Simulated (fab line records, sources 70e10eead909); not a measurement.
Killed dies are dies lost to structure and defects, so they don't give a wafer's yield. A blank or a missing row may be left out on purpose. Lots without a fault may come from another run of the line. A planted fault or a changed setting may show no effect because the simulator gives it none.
Which tool did it? | flow nand_harc | 13 lots, 39 wafers sampled, at 5 steps of a route of 1159

WHAT THE GAUGES READ, wafer by wafer
NHARC_THIN_TSV_CD_MEAS_16. Usual: cd_nm 999.9 nm, standard deviation 2.6.
lot  | measured     | on        | cd_nm (nm)           | flag
L912 | day 19 10:53 | cd_sem-02 | 1000.4 1004.0 1002.0 |
L914 | day 19 09:14 | cd_sem-01 | 996.8 1002.4 998.7   |
L913 | day 19 07:30 | cd_sem-03 | 1001.4 997.9 997.0   |
L915 | day 19 13:21 | cd_sem-02 | 998.5 996.9 1000.7   |
L917 | day 20 01:54 | cd_sem-01 | 1002.1 1001.1 999.5  |
L918 | day 21 06:50 | cd_sem-03 | 997.3 996.4 1002.0   |
L920 | day 21 02:32 | cd_sem-03 | 1004.5 1004.0 1005.4 |
L925 | day 23 05:19 | cd_sem-02 | 998.7 1001.0 1003.5  |
L929 | day 23 04:07 | cd_sem-03 | 1000.8 999.2 1002.9  |
L928 | day 23 17:47 | cd_sem-02 | 1001.1 995.7 1002.2  |
L934 | day 24 02:02 | cd_sem-02 | 1003.4 999.1 1000.9  |
L932 | day 24 00:59 | cd_sem-03 | 1000.9 996.1 995.3   |
L935 | day 24 15:46 | cd_sem-02 | 997.4 998.0 998.1    |

NHARC_END_SORT_01. Usual: killed_at_array 24, standard deviation 8.7; killed_at_other 0.8, standard deviation 1.2; killed_at_periphery 3.6, standard deviation 2.3; killed_dies 28, standard deviation 8.9; killed_open 3.2, standard deviation 1.9; killed_short 2.0, standard deviation 1.6.
lot  | measured     | on        | killed_at_array | killed_at_other | killed_at_periphery | killed_dies | killed_open | killed_short | flag
L912 | day 20 08:50 | prober-02 | 28 23 17        | 1 0 0           | 2 2 2               | 31 25 19    | 2 4 1       | 2 1 3        |
L914 | day 20 16:23 | prober-01 | 26 18 17        | 1 0 0           | 5 1 5               | 32 19 22    | 3 5 6       | 6 1 0        |
L913 | day 20 09:25 | prober-01 | 12 14 18        | 0 0 0           | 0 1 0               | 12 15 18    | 1 3 2       | 0 2 0        |
L915 | day 20 17:25 | prober-02 | 27 27 26        | 0 1 1           | 3 4 1               | 30 32 28    | 4 1 5       | 2 5 3        |
L917 | day 21 07:55 | prober-01 | 35 26 28        | 1 1 1           | 4 4 2               | 40 31 31    | 1 3 2       | 2 1 2        |
L918 | day 22 00:25 | prober-01 | 24 26 25        | 3 1 0           | 3 0 1               | 30 27 26    | 4 2 2       | 2 3 2        |
L920 | day 21 16:46 | prober-02 | 30 22 24        | 0 1 2           | 8 5 9               | 38 28 35    | 2 2 7       | 2 2 3        |
L925 | day 23 18:58 | prober-01 | 14 23 13        | 1 0 1           | 8 8 7               | 23 31 21    | 3 6 1       | 2 3 5        |
L929 | day 23 18:08 | prober-02 | 31 36 30        | 0 0 0           | 1 1 0               | 32 37 30    | 0 1 2       | 1 3 1        |
L928 | day 24 09:53 | prober-02 | 135 21 23       | 0 0 0           | 5 9 4               | 140 30 27   | 0 3 1       | 3 1 2        | OFF
L934 | day 25 01:21 | prober-01 | 18 18 26        | 2 0 0           | 0 1 2               | 20 19 28    | 2 0 3       | 0 1 7        |
L932 | day 24 17:35 | prober-02 | 25 33 39        | 0 0 0           | 2 3 3               | 27 36 42    | 5 3 5       | 1 3 1        |
L935 | day 25 09:56 | prober-01 | 17 13 19        | 5 6 3           | 5 6 6               | 27 25 28    | 1 1 2       | 3 3 2        | OFF

WHICH TOOL RAN EACH LOT (tool, then ch and the chambers of the sampled wafers, then the start)
lot  | NHARC_A_SGD_CUT_ETCH_59            | NHARC_THIN_TSV_DEP_43           | NHARC_THIN_TSV_PRE_CLEAN_50
L912 | rie_diel-02 ch 0,2,3, day 13 13:47 | pecvd-01 ch 0,2, day 19 09:04   | pvd_sputter-02, day 20 08:50 or earlier
L914 | rie_diel-12 ch 0,2,3, day 14 11:02 | pecvd-03 ch 1,2, day 19 07:25   | pvd_sputter-03, day 20 16:23 or earlier
L913 | rie_diel-02 ch 1,2, day 14 11:10   | pecvd-01 ch 0,1,2, day 19 05:52 | pvd_sputter-01, day 20 09:25 or earlier
L915 | rie_diel-12 ch 0,2,3, day 14 20:34 | pecvd-02 ch 0,1,2, day 19 11:33 | pvd_sputter-01, day 20 17:25 or earlier
L917 | rie_diel-02 ch 0,1,2, day 15 03:55 | pecvd-01 ch 0,1, day 19 23:56   | pvd_sputter-02, day 21 07:55 or earlier
L918 | rie_diel-12 ch 0,3, day 16 09:24   | pecvd-02 ch 1,2, day 21 05:03   | pvd_sputter-01, day 22 00:25 or earlier
L920 | rie_diel-10 ch 1,3, day 16 11:30   | pecvd-01 ch 0,2, day 21 00:44   | pvd_sputter-01, day 21 16:46 or earlier
L925 | rie_diel-02 ch 0,1,2, day 17 23:42 | pecvd-02 ch 0,1,2, day 23 03:29 | pvd_sputter-03, day 23 18:58 or earlier
L929 | rie_diel-10 ch 0,1,2, day 18 00:14 | pecvd-02 ch 0,1,2, day 23 02:21 | pvd_sputter-02, day 23 18:08 or earlier
L928 | rie_diel-02 ch 0,2,3, day 18 16:04 | pecvd-01 ch 1,2, day 23 15:54   | pvd_sputter-01, day 24 09:53 or earlier
L934 | rie_diel-10 ch 0,2,3, day 19 13:14 | pecvd-01 ch 1,2, day 24 00:25   | pvd_sputter-03, day 25 01:21 or earlier
L932 | rie_diel-12 ch 1,2,3, day 19 13:44 | pecvd-02 ch 0,1,2, day 23 23:01 | pvd_sputter-03, day 24 17:35 or earlier
L935 | rie_diel-10 ch 0,2,3, day 19 20:18 | pecvd-02 ch 1,2, day 24 14:03   | pvd_sputter-02, day 25 09:56 or earlier
- NHARC_A_SGD_CUT_ETCH_59: etches the open film in N2/H2, target depth 260 nm, time 406.25 s.
- NHARC_THIN_TSV_DEP_43: deposits SiO2, target thk 1328.5 nm.
- NHARC_THIN_TSV_PRE_CLEAN_50: time 30 s.

WHAT THE TOOLS THEMSELVES READ (means of the sampled wafers that have a number; where no wafer has one, the mark that the record gives instead)
NHARC_A_SGD_CUT_ETCH_59. Usual: drypump_motor_current_A 5.7 A, standard deviation 0.39; oes_product_au 0.996 a.u., standard deviation 0.013; rf_vpp_V 430.2 V, standard deviation 2.4; showerhead_plenum_p_Torr 2.03 Torr, standard deviation 0.083; throttle_valve_pct 14.171 %, standard deviation 0.0089.
lot  | tool        | drypump_motor_current_A (A) | oes_product_au (a.u.) | rf_vpp_V (V) | showerhead_plenum_p_Torr (Torr) | throttle_valve_pct (%) | flag
L912 | rie_diel-02 | 5.9                         | 1.008                 | 432.9        | 2.13                            | 14.174                 |
L914 | rie_diel-12 | 5.5                         | 1.002                 | 428.4        | 1.97                            | 14.174                 |
L913 | rie_diel-02 | 6.3                         | 0.984                 | 431.0        | 2.05                            | 14.168                 |
L915 | rie_diel-12 | 5.5                         | 1.000                 | 427.7        | 1.97                            | 14.164                 |
L917 | rie_diel-02 | 6.1                         | 0.991                 | 432.0        | 2.11                            | 14.181                 |
L918 | rie_diel-12 | 5.4                         | 0.988                 | 428.4        | 1.94                            | 14.170                 |
L920 | rie_diel-10 | 5.5                         | 0.996                 | 431.6        | 2.06                            | 14.166                 |
L925 | rie_diel-02 | 6.1                         | 1.000                 | 432.9        | 2.10                            | 14.172                 |
L929 | rie_diel-10 | 5.4                         | 0.995                 | 429.7        | 1.99                            | 14.172                 |
L928 | rie_diel-02 | 5.9                         | 1.001                 | 432.9        | 2.12                            | 14.181                 |
L934 | rie_diel-10 | 5.4                         | 0.991                 | 429.2        | 1.99                            | 14.171                 |
L932 | rie_diel-12 | 5.4                         | 0.982                 | 427.6        | 1.97                            | 14.171                 |
L935 | rie_diel-10 | 5.4                         | 0.996                 | 428.9        | 1.99                            | 14.166                 |

NHARC_THIN_TSV_DEP_43. Usual: chamber_pressure_Torr 6.502 Torr, standard deviation 0.016; throttle_valve_pct 16.0 %, standard deviation 0.52.
lot  | tool     | chamber_pressure_Torr (Torr) | throttle_valve_pct (%) | flag
L912 | pecvd-01 | 6.510                        | 15.9                   |
L914 | pecvd-03 | 6.496                        | 16.8                   |
L913 | pecvd-01 | 6.501                        | 15.6                   |
L915 | pecvd-02 | 6.516                        | 15.8                   |
L917 | pecvd-01 | 6.486                        | 15.4                   |
L918 | pecvd-02 | 6.493                        | 15.8                   |
L920 | pecvd-01 | 6.497                        | 16.0                   |
L925 | pecvd-02 | 6.500                        | 16.1                   |
L929 | pecvd-02 | 6.493                        | 16.0                   |
L928 | pecvd-01 | 6.493                        | 16.0                   |
L934 | pecvd-01 | 6.503                        | 15.9                   |
L932 | pecvd-02 | 6.489                        | 16.0                   |
L935 | pecvd-02 | 6.538                        | 16.3                   |

NHARC_THIN_TSV_PRE_CLEAN_50. Usual: heater_power_w 421 W, standard deviation 42.
lot  | tool           | heater_power_w (W) | flag
L912 | pvd_sputter-02 | 453                |
L914 | pvd_sputter-03 | 390                |
L913 | pvd_sputter-01 | 430                |
L915 | pvd_sputter-01 | 432                |
L917 | pvd_sputter-02 | 461                |
L918 | pvd_sputter-01 | 417                |
L920 | pvd_sputter-01 | 435                |
L925 | pvd_sputter-03 | 407                |
L929 | pvd_sputter-02 | 432                |
L928 | pvd_sputter-01 | 417                |
L934 | pvd_sputter-03 | 371                |
L932 | pvd_sputter-03 | 409                |
L935 | pvd_sputter-02 | 468                |

THE ANSWER, worked out from the rows above alone
Rule: a lot is off if the mean of its wafers that have a number lies more than 3 standard deviations from the usual mean. A lot without any number at a reading at which 4 lots or more have one is off too. The other lots that the step has rows for count as sound. The gauges are gone through in route order, then the tools' own readings, and for those a lot's mean is taken as printed above. The first step at which some lot is off is used, and at that step the reading that is off furthest; a lot without a number counts as furthest.
Off: L928, at NHARC_END_SORT_01 (killed_dies).
A tool fits if, at a process step before that reading, it ran every lot that is off, and no sound lot after the first of them. The gauges at NHARC_END_SORT_01 are tried like those tools. NHARC_THIN_TSV_PRE_CLEAN_50 gives no start for some lots, so the hours and the order of its lots are those of NHARC_END_SORT_01. Can't be told from this: 2 tools fit, rie_diel-02 at NHARC_A_SGD_CUT_ETCH_59, pvd_sputter-01 at NHARC_THIN_TSV_PRE_CLEAN_50.

WHAT THE SIMULATOR HAD PUT IN
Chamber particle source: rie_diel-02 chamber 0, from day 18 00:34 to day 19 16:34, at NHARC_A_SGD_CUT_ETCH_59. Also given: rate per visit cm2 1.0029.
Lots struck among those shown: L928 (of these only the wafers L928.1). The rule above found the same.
